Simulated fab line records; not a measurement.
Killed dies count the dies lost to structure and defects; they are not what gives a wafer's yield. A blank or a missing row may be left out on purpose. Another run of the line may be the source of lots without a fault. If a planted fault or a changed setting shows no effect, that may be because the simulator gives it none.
Which tool was responsible? | flow n5-finfet | 11 lots, 33 wafers sampled, at 5 steps of a route of 1938

## WHAT EACH GAUGE READ, for each wafer
N5_BEOL_M4_RC_MEAS_101. Usual: DIBL_N 36.4 mV/V, standard deviation 1.4; DIBL_P 36.3 mV/V, standard deviation 1.8; IOFF_N 0.163 nA/um, standard deviation 0.024; IOFF_P 0.21 nA/um, standard deviation 0.034; ION_N 673 uA/um, standard deviation 11; ION_P 461 uA/um, standard deviation 7.4; SS_N 71.6 mV/dec, standard deviation 0.52; SS_P 73.3 mV/dec, standard deviation 0.58; VT_N 249.4 mV, standard deviation 2.5; VT_P -250 mV, standard deviation 3.5.
lot  | measured     | on        | DIBL_N (mV/V)  | DIBL_P (mV/V)  | IOFF_N (nA/um)    | IOFF_P (nA/um) | ION_N (uA/um) | ION_P (uA/um) | SS_N (mV/dec)  | SS_P (mV/dec)  | VT_N (mV)         | VT_P (mV)      | flag
L316 | day 9 00:22  | prober-02 | 34.6 36.9 37.7 | 33.8 36.4 38.1 | 0.118 0.154 0.176 | 0.20 0.25 0.27 | 651 661 682   | 458 462 477   | 70.6 72.2 72.1 | 72.5 72.9 74.1 | 254.1 247.8 249.6 | -248 -247 -243 |
L317 | day 9 09:47  | prober-01 | 37.5 39.0 37.6 | 38.4 39.6 38.6 | 0.198 0.209 0.190 | 0.24 0.26 0.24 | 678 679 682   | 458 460 469   | 72.5 72.6 71.7 | 74.3 74.2 73.8 | 247.3 246.0 248.4 | -249 -252 -249 |
L318 | day 9 07:05  | prober-01 | 37.5 35.5 38.3 | 36.9 34.4 37.3 | 0.177 0.136 0.186 | 0.25 0.20 0.27 | 684 668 677   | 470 464 467   | 72.3 71.2 71.6 | 73.5 72.7 73.2 | 250.3 249.4 249.5 | -245 -249 -244 |
L319 | day 9 17:22  | prober-01 | 34.1 35.7 34.1 | 35.5 37.6 35.9 | 0.139 0.168 0.138 | 0.18 0.22 0.19 | 652 668 656   | 448 455 455   | 71.5 71.9 71.8 | 73.3 73.5 73.8 | 253.9 249.8 253.2 | -253 -252 -254 |
L320 | day 9 20:26  | prober-02 | 36.0 35.0 36.5 | 36.8 35.7 37.7 | 0.169 0.145 0.174 | 0.23 0.21 0.26 | 665 666 680   | 461 457 475   | 72.1 71.0 71.9 | 73.5 73.2 73.9 | 248.2 248.0 247.9 | -247 -249 -244 |
L327 | day 11 20:21 | prober-01 | 35.4 34.9 36.1 | 36.8 35.6 36.5 | 0.153 0.145 0.154 | 0.22 0.20 0.21 | 674 648 666   | 461 450 458   | 71.8 71.6 71.9 | 72.6 73.0 73.0 | 250.4 251.5 252.0 | -249 -251 -251 |
L328 | day 11 21:12 | prober-02 | 37.7 35.0 35.7 | 35.9 33.7 33.7 | 0.174 0.124 0.138 | 0.21 0.17 0.17 | 663 661 653   | 451 455 448   | 72.5 71.4 71.8 | 73.4 73.3 72.7 | 252.2 254.1 252.6 | -249 -250 -256 |
L330 | day 11 22:14 | prober-01 | 35.6 35.3 37.2 | 34.6 34.4 37.2 | 0.142 0.139 0.175 | 0.17 0.17 0.21 | 658 671 675   | 449 454 463   | 71.2 71.2 71.5 | 72.6 72.4 73.6 | 251.1 253.0 246.6 | -254 -258 -252 |
L329 | day 12 02:36 | prober-01 | 36.4 34.9 35.2 | 37.2 35.6 36.2 | 0.175 0.147 0.153 | 0.22 0.19 0.19 | 676 683 682   | 461 465 468   | 71.5 70.5 70.8 | 73.4 72.6 72.1 | 248.3 248.1 249.0 | -248 -251 -251 |
L334 | day 13 12:08 | prober-02 | 35.3 34.5 35.9 | 31.4 30.9 32.4 | 0.130 0.117 0.137 | 0.15 0.14 0.16 | 674 669 660   | 453 450 446   | 71.3 70.8 70.6 | 72.9 72.6 72.0 | 250.6 251.5 250.8 | -258 -257 -255 |
L335 | day 13 18:05 | prober-01 | 37.4 40.3 36.6 | 35.5 38.7 33.9 | 0.158 0.217 0.146 | 0.23 0.30 0.22 | 674 691 656   | 466 465 458   | 71.0 72.4 71.6 | 73.2 73.9 72.1 | 249.3 245.3 254.2 | -247 -242 -247 |

## WHICH TOOL RAN EACH LOT (tool, then ch and the chambers of the sampled wafers, then the start)
lot  | N5_BEOL_M2_SPUTTER_92        | N5_BEOL_M2_SPUTTER_94        | N5_BEOL_M2_PRE_CLEAN_60          | N5_BEOL_M2_CO_CAP_55
L316 | pvd-sputter-02, day 8 00:53  | pvd-sputter-02, day 8 01:07  | cvd-co-01 ch 0,1,2, day 8 02:10  | cvd-co-01 ch 0,1,2, day 8 02:14
L317 | pvd-sputter-03, day 8 05:57  | pvd-sputter-03, day 8 06:10  | cvd-co-02 ch 0,1,2, day 8 07:13  | cvd-co-02 ch 0,1,2, day 8 07:15
L318 | pvd-sputter-01, day 8 09:00  | pvd-sputter-01, day 8 09:13  | cvd-co-01 ch 1,2, day 8 10:16    | cvd-co-01 ch 1,2, day 8 10:19
L319 | pvd-sputter-01, day 8 19:26  | pvd-sputter-01, day 8 19:40  | cvd-co-01 ch 1,2, day 8 21:26    | cvd-co-01 ch 1,2, day 8 21:29
L320 | pvd-sputter-03, day 8 23:34  | pvd-sputter-03, day 8 23:47  | cvd-co-02 ch 0,1,2, day 9 01:02  | cvd-co-02 ch 0,1,2, day 9 01:05
L327 | pvd-sputter-03, day 10 15:04 | pvd-sputter-03, day 10 15:17 | cvd-co-02 ch 1,2, day 10 16:20   | cvd-co-02 ch 1,2, day 10 16:23
L328 | pvd-sputter-01, day 10 20:06 | pvd-sputter-01, day 10 20:19 | cvd-co-01 ch 1,2, day 10 21:26   | cvd-co-01 ch 1,2, day 10 21:29
L330 | pvd-sputter-01, day 11 03:24 | pvd-sputter-01, day 11 03:37 | cvd-co-02 ch 0,1,2, day 11 04:41 | cvd-co-02 ch 0,1,2, day 11 04:44
L329 | pvd-sputter-03, day 11 03:41 | pvd-sputter-03, day 11 03:55 | cvd-co-01 ch 0,1,2, day 11 04:57 | cvd-co-01 ch 0,1,2, day 11 04:59
L334 | pvd-sputter-03, day 12 17:25 | pvd-sputter-03, day 12 17:38 | cvd-co-01 ch 0,1,2, day 12 18:41 | cvd-co-01 ch 0,1,2, day 12 18:43
L335 | pvd-sputter-03, day 12 21:03 | pvd-sputter-03, day 12 21:16 | cvd-co-01 ch 0,1,2, day 12 22:25 | cvd-co-01 ch 0,1,2, day 12 22:28
- N5_BEOL_M2_SPUTTER_92: material Cu, target thk 4.5 nm, time 8.29 s.
- N5_BEOL_M2_SPUTTER_94: material Cu, target thk 4.5 nm, time 8.29 s.
- N5_BEOL_M2_PRE_CLEAN_60: time 15 s.
- N5_BEOL_M2_CO_CAP_55: material Co, precursor CCTBA/H2, target thk 2 nm, time 102.1 s.

## WHAT THE TOOLS THEMSELVES READ (means of the sampled wafers that have a number; where no wafer has one, the mark that the record gives instead)
N5_BEOL_M2_SPUTTER_92. Usual: throttle-valve-pct 30.2 %, standard deviation 0.94.
lot  | tool           | throttle-valve-pct (%) | flag
L316 | pvd-sputter-02 | 30.4                   |
L317 | pvd-sputter-03 | 30.1                   |
L318 | pvd-sputter-01 | 30.1                   |
L319 | pvd-sputter-01 | 30.0                   |
L320 | pvd-sputter-03 | 30.4                   |
L327 | pvd-sputter-03 | 30.2                   |
L328 | pvd-sputter-01 | 30.3                   |
L330 | pvd-sputter-01 | 30.5                   |
L329 | pvd-sputter-03 | 29.6                   |
L334 | pvd-sputter-03 | 30.4                   |
L335 | pvd-sputter-03 | 30.7                   |

N5_BEOL_M2_SPUTTER_94. Usual: throttle-valve-pct 30.2 %, standard deviation 0.95.
lot  | tool           | throttle-valve-pct (%) | flag
L316 | pvd-sputter-02 | 30.6                   |
L317 | pvd-sputter-03 | 30.1                   |
L318 | pvd-sputter-01 | 30.2                   |
L319 | pvd-sputter-01 | 30.1                   |
L320 | pvd-sputter-03 | 30.5                   |
L327 | pvd-sputter-03 | 30.2                   |
L328 | pvd-sputter-01 | 30.4                   |
L330 | pvd-sputter-01 | 30.5                   |
L329 | pvd-sputter-03 | 29.5                   |
L334 | pvd-sputter-03 | 30.5                   |
L335 | pvd-sputter-03 | 30.6                   |

N5_BEOL_M2_PRE_CLEAN_60. Usual: heater-power-w 99 W, standard deviation 26.
lot  | tool      | heater-power-w (W) | flag
L316 | cvd-co-01 | 105                |
L317 | cvd-co-02 | 93                 |
L318 | cvd-co-01 | 109                |
L319 | cvd-co-01 | 129                |
L320 | cvd-co-02 | 92                 |
L327 | cvd-co-02 | 94                 |
L328 | cvd-co-01 | 127                |
L330 | cvd-co-02 | 92                 |
L329 | cvd-co-01 | 105                |
L334 | cvd-co-01 | 105                |
L335 | cvd-co-01 | 105                |

N5_BEOL_M2_CO_CAP_55. Usual: chamber-pressure-Torr 30.00 Torr, standard deviation 0.063; heater-power-outer-w 127 W, standard deviation 18; heater-power-w 254 W, standard deviation 32.
lot  | tool      | chamber-pressure-Torr (Torr) | heater-power-outer-w (W) | heater-power-w (W) | flag
L316 | cvd-co-01 | 30.01                        | 133                      | 262                |
L317 | cvd-co-02 | 30.00                        | 117                      | 245                |
L318 | cvd-co-01 | -                            | -                        | -                  | OFF
L319 | cvd-co-01 | -                            | -                        | -                  | OFF
L320 | cvd-co-02 | -                            | -                        | -                  | OFF
L327 | cvd-co-02 | 30.06                        | 117                      | 248                |
L328 | cvd-co-01 | 30.03                        | 151                      | 286                |
L330 | cvd-co-02 | 30.03                        | 118                      | 245                |
L329 | cvd-co-01 | 30.04                        | 133                      | 264                |
L334 | cvd-co-01 | 30.00                        | 135                      | 266                |
L335 | cvd-co-01 | 30.02                        | 134                      | 262                |

## THE ANSWER, worked out from the rows above alone
Rule: a lot counts as off when the mean over its wafers that have a number is more than 3 standard deviations away from the usual mean. A lot without any number at a reading at which 4 lots or more have one is off too. Any other lot the step has rows for is counted as sound. After the gauges, taken in route order, come the tools' own readings; for these a lot's mean is taken, as printed above. At the first step where some lot is off, the reading lying furthest off is the one used; lots without a number count as furthest.
Off at N5_BEOL_M2_CO_CAP_55 (chamber-pressure-Torr): L318, L319, L320. Without a number there: L318, L319, L320.
If a tool, at that step or one of the process steps before it, ran each lot that is off and ran no sound lot following the first of them, it fits. Not one of the candidates tried fits.

## WHAT HAD BEEN PUT IN BY THE SIMULATOR
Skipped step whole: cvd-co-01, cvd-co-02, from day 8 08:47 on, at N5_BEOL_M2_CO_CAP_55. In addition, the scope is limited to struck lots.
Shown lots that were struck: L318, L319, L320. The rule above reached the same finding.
